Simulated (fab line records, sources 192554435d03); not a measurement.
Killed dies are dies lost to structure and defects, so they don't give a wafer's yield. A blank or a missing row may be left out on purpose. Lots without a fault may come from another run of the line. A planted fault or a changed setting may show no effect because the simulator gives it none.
Problem report in the 8D (eight disciplines) form, filled by code | flow n5_finfet | the parts of the form that need people (team, actions taken, sign-off) are left out

1. THE PROBLEM
trench_depth_nm at N5_BEOL_M9_OCD_MEAS_38 reads a mean of 138 nm on 2 wafers of 2 lots; wafers without a fault read 152 nm with a standard deviation of 3.1. That is -4.4 standard deviations from the usual mean.
First seen on wafer L110.2, day 13 21:30, on ocd-02. The record holds 27 wafers of 9 lots with a number at this step. Rule for "out", or "out of limits": more than 4 standard deviations from the usual mean. The other wafers with a number count as sound.

2. WHAT IT IS AND WHAT IT IS NOT
question                    | is                | is not
which readings at this step | trench_depth_nm   | -
which lots                  | L110, L111        | L100, L101, L109, L115, L116, L118, L997
which wafers of those lots  | L110.2, L111.3    | L110.1, L110.3, L111.2, L111.4
read on which gauges        | ocd-01, ocd-02    | -
when                        | from day 13 21:30 | up to then (14 sound wafers); but 11 sound wafers of L111, L115, L116, L118 came after

3. SUSPECTS, AND WHAT RULES EACH OUT
Counting: a tool at a process step up to the reading stays a suspect if it ran every lot that is out. Sound lots after the first of them don't rule it out here, since some wafers of a struck lot are sound.
- the gauge at N5_BEOL_M9_OCD_MEAS_38: ruled out. The wafers that are out were read on 2 gauges (ocd-01, ocd-02).
- rie_diel-06 at N5_BEOL_M9_ETCH_76 (etches underlayer in N2/H2, target depth 6.5 nm, time 5.2 s): kept. It ran every lot that is out, first L110 (day 13 21:05); its last sound lot up to then is L109 (day 13 11:35).
- rie_diel-06 at N5_BEOL_M9_TRENCH_ETCH_37 (etches SiCOH lowk in C4F6/O2, target depth 151.43 nm, time 49 s): kept. It ran every lot that is out, first L110 (day 13 21:20); its last sound lot up to then is L109 (day 13 11:50). Its own readings are out on those wafers: bias_w, rf_vpp_V.
- Within rie_diel-06 at N5_BEOL_M9_ETCH_76: the wafers that are out ran in chamber 3; their sound lot-mates ran in chambers 1, 2.
- Within rie_diel-06 at N5_BEOL_M9_TRENCH_ETCH_37: the wafers that are out ran in chamber 3; their sound lot-mates ran in chambers 1, 2.
Left after counting: rie_diel-06 at N5_BEOL_M9_ETCH_76, rie_diel-06 at N5_BEOL_M9_TRENCH_ETCH_37.

4. THE CAUSE (what the simulator had put in)
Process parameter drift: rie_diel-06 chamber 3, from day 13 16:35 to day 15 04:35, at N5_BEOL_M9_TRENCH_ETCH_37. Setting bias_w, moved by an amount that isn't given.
Counting left 2 suspects, and this tool is among them.

5. THE CHAIN OF EFFECTS, in route order
Each row: a reading whose mean over the struck wafers that have a number lies more than 3 standard deviations from the usual. Only readings for which the record gives a usual standard deviation are gone through. hours: the time from each lot's start at the first step in this table that gives one to its start at this step, as a median over the lots. sigmas: the change in usual standard deviations.
hours | step                      | reading         | usual        | on struck wafers | change | sigmas
0     | N5_BEOL_M9_TRENCH_ETCH_37 | bias_w          | 185.0 W      | 149.2            | -35.8  | -72
0     | N5_BEOL_M9_TRENCH_ETCH_37 | rf_vpp_V        | 667 V        | 574              | -92    | -10
0     | N5_BEOL_M9_OCD_MEAS_38    | trench_depth_nm | 152 nm       | 138              | -14    | -4.4
3     | N5_BEOL_M9_THK_MEAS_53    | M9_THK          | 142 nm       | 127              | -15    | -4.7
3     | N5_BEOL_M9_RS_MEAS_57     | M9_RS           | 0.150 ohm/sq | 0.169            | +0.019 | +5.0
The process steps in it:
- N5_BEOL_M9_TRENCH_ETCH_37: etches SiCOH lowk in C4F6/O2, target depth 151.43 nm, time 49 s.
Later measuring or inspecting steps at which every struck wafer that the step has a row for has a number for every such reading, and none has moved that far: N5_BEOL_M9_CD_MEAS_35.

6. WHAT WOULD HAVE CAUGHT IT SOONER
In this record the first reading out of limits at a measuring or inspecting step was taken at day 13 21:30, 5 hours after the fault began at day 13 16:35.
The tool's own readings at N5_BEOL_M9_TRENCH_ETCH_37 were out on every struck wafer that the step has a row for (bias_w, rf_vpp_V): an alarm limit on them would have fired on the first of those.
Of the lots that are out (2), L111 began N5_BEOL_M9_TRENCH_ETCH_37 on rie_diel-06 after day 13 21:30. A hold on the tool at that time would have spared it.
